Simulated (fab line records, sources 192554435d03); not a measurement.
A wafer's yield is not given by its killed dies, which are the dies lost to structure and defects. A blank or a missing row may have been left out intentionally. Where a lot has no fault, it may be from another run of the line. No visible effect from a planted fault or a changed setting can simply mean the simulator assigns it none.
Split-lot experiment -- flow n5 finfet -- 7 lots, 39 wafers read, on a route of 1938 steps

== THE SPLIT ITSELF ==
At N5_BEOL_M13_ETCH_59 (etches BARC in N2/H2, target depth 89 nm, overetch 26.7 nm, time 67.9 s), the setting time s was moved away from the recipe's 67.9 s on 12 of the 39 wafers read, by -56.4% to -19.3%. For the rest of the wafers, this setting stayed at what the recipe calls for.

== FROM THE SPLIT TO THE READING: what the file shows between them, 5 steps ==
- N5_BEOL_M13_VIA_ETCH_16: etches SiOC in C4F8/O2/Ar, target depth 921.7 nm
- N5_BEOL_M13_STRIP_63: strips in N2/H2
- N5_BEOL_M13_STRIP_64: strips in N2/H2
- N5_BEOL_M13_STRIP_71: strips in post etch residue remover, time 60 s
- N5_BEOL_M13_SRD_72: time 30 s, dry time 30 s

== THE READING ==
cd nm at N5_BEOL_M13_CD_MEAS_17, given in nm (cd target 190 nm). Fault-free wafers of this fab line usually give 189.7 nm, standard deviation 2.1 nm.

wafer,"tool, chamber at the split","time s as run, s",against the recipe,"cd nm, nm",against lot-mates on the recipe
L075.1,"rie diel-01, 0",67.9,recipe,191.9,-
L075.2,"rie diel-01, 2",67.9,recipe,190.7,-
L075.3,"rie diel-01, 1",67.9,recipe,192.3,-
L075.4,"rie diel-01, 3",67.9,recipe,190.2,-
L075.5,"rie diel-01, 1",67.9,recipe,192.5,-
L075.6,"rie diel-01, 2",67.9,recipe,192.4,-
L078.1,"rie diel-05, 2",67.9,recipe,192.5,-
L078.2,"rie diel-05, 3",67.9,recipe,191.5,-
L078.3,"rie diel-05, 0",42.75,-37.0%,187.7,-4.3
L078.4,"rie diel-05, 1",42.75,-37.0%,186.3,-5.7
L078.5,"rie diel-05, 2",42.75,-37.0%,189.5,-2.5
L078.6,"rie diel-05, 1",67.9,recipe,191.9,-
L082.1,"rie diel-02, 1",54.82,-19.3%,188.2,-2.7
L082.2,"rie diel-02, 0",67.9,recipe,191.4,-
L082.3,"rie diel-02, 3",67.9,recipe,190.9,-
L082.4,"rie diel-02, 3",54.82,-19.3%,187.6,-3.3
L082.5,"rie diel-02, 1",54.82,-19.3%,189.0,-1.9
L082.6,"rie diel-02, 0",67.9,recipe,190.3,-
L085.1,"rie diel-05, 0",67.9,recipe,190.9,-
L085.2,"rie diel-05, 3",41.75,-38.5%,185.8,-5.6
L085.3,"rie diel-05, 1",41.75,-38.5%,186.2,-5.2
L085.4,"rie diel-05, 2",67.9,recipe,191.5,-
L085.5,"rie diel-05, 0",41.75,-38.5%,184.9,-6.5
L085.6,"rie diel-05, 1",67.9,recipe,191.9,-
L091.1,"rie diel-01, 0",29.63,-56.4%,182.0,-7.5
L091.2,"rie diel-01, 1",67.9,recipe,189.5,-
L091.3,"rie diel-01, 2",67.9,recipe,188.5,-
L091.4,"rie diel-01, 0",29.63,-56.4%,182.0,-7.5
L091.5,"rie diel-01, 1",29.63,-56.4%,182.7,-6.8
L091.6,"rie diel-01, 2",67.9,recipe,190.4,-
L088.1,"rie diel-02, 2",67.9,recipe,189.9,-
L088.2,"rie diel-02, 1",67.9,recipe,190.5,-
L088.4,"rie diel-02, 0",67.9,recipe,188.6,-
L097.1,"rie diel-02, 2",67.9,recipe,186.3,-
L097.2,"rie diel-02, 0",67.9,recipe,186.5,-
L097.3,"rie diel-02, 1",67.9,recipe,184.1,-
L097.4,"rie diel-02, 3",67.9,recipe,187.5,-
L097.5,"rie diel-02, 0",67.9,recipe,186.9,-
L097.6,"rie diel-02, 1",67.9,recipe,186.3,-

THE FIT
A straight line over all 39 wafers: cd nm changes by +0.113 nm for each +1% of time s; r = +0.72; the points scatter about the line by 2.1 nm.
The same after taking each lot's own level away (the mean of its wafers on the recipe; 39 wafers): +0.13 nm for each +1%; r = +0.95; scatter 0.86 nm.
On that fit, the largest move of time s shifts the reading by 7.3 nm.
Across the lots, their own levels run from 186.27 to 191.97 nm, a range of 2.7 times the standard deviation given above.
So the lot-to-lot level blurs the effect unless lot-mates are compared.
Check: -7.32 nm against its lot-mates is what the line predicts for one of the wafers moved furthest among these (-56.4%) when that wafer is left out of the fit. Against them it came out at -7.47 nm.

== ADDITIONAL SPLITS CARRIED BY THESE WAFERS ==
Before the reading, these wafers also passed through other splits. Each is held against what the fit with the lots' levels taken away leaves over:
other split on the same wafers,wafers away from the commonest value,r with cd nm (lot level and that fit taken away)
N5_BEOL_M11_ILD_DEP_00 target thk a,6,-0.38

== THE WHOLE CHAIN: every reading that the file lists as answering this split, in the file's order ==
step,what it does,reading,change (the file's fit),r (the file's)
N5_BEOL_M13_ETCH_59,"etches BARC in N2/H2, target depth 89 nm, overetch 26.7 nm, time 67.9 s","coat_of_BEOL_M13_COAT_04.thk nm (the simulator's own value, which no gauge read)",-0.657 nm for each +1% of the setting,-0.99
N5_BEOL_M13_ETCH_59,"etches BARC in N2/H2, target depth 89 nm, overetch 26.7 nm, time 67.9 s","etch.depth nm (the simulator's own value, which no gauge read)",+0.538 nm for each +1% of the setting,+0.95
N5_BEOL_M13_VIA_ETCH_16,"etches SiOC in C4F8/O2/Ar, target depth 921.7 nm","coat_of_BEOL_M13_COAT_04.thk nm (the simulator's own value, which no gauge read)",-0.625 nm for each +1% of the setting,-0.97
N5_BEOL_M13_STRIP_63,strips in N2/H2,strip time to endpoint s,withheld for each +1% of the setting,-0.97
N5_BEOL_M13_CD_MEAS_17,target cd 190 nm,cd nm,+0.13 nm for each +1% of the setting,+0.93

== THE FILE'S OWN FIT ==
cd nm changes by +0.13 nm for each +1% of time s, r = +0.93.
